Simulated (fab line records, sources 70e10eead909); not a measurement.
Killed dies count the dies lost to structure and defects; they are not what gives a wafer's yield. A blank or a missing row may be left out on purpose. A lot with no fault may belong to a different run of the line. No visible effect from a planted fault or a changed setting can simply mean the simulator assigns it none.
Chamber matching ; flow nand harc ; NHARC_P_GATE_DEP_103 on pecvd-02: 3 sister chambers
The step deposits SiON, target thk 30 nm. 3 wafers are shown with their chamber, then 8 later ones without.

## WAFERS, EACH WITH ITS CHAMBER
wafer;chamber;heater power w (W)
L609.6;2;622
L610.5;1;716
L611.1;0;846

## WAFERS WHOSE CHAMBER IS MISSING
wafer;heater power w (W)
L611.4;841
L611.5;736
L620.2;913
L620.3;820
L620.6;920
L621.4;673
L621.5;756
L621.6;760

## WHICH CHAMBER EACH WENT THROUGH
wafer;from the rows above;in truth
L611.4;0;0
L611.5;can't be placed: 1 or 0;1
L620.2;0;0
L620.3;can't be placed: 0 or 1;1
L620.6;0;0
L621.4;can't be placed: 1 or 2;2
L621.5;can't be placed: 1 or 0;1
L621.6;can't be placed: 1 or 0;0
Placed correctly: 3 of 8. Can't be placed from these rows: 5 (the true chamber is among the candidates in 5). Number placed wrongly: 0.
How it was worked out, from the rows above alone: a wafer's distance from a chamber is the root of the sum, over the readings, of the square of ((its reading less the chamber's mean) divided by the reading's scatter). The wafer belongs to the nearest chamber; if the next one is less than 2 further off, it can't be placed. For every chamber, the mean is computed from those of its wafers that are shown. The scatter: with one shown wafer a chamber, the root of the mean of the squares of how far each hidden wafer lies from its nearest shown one.
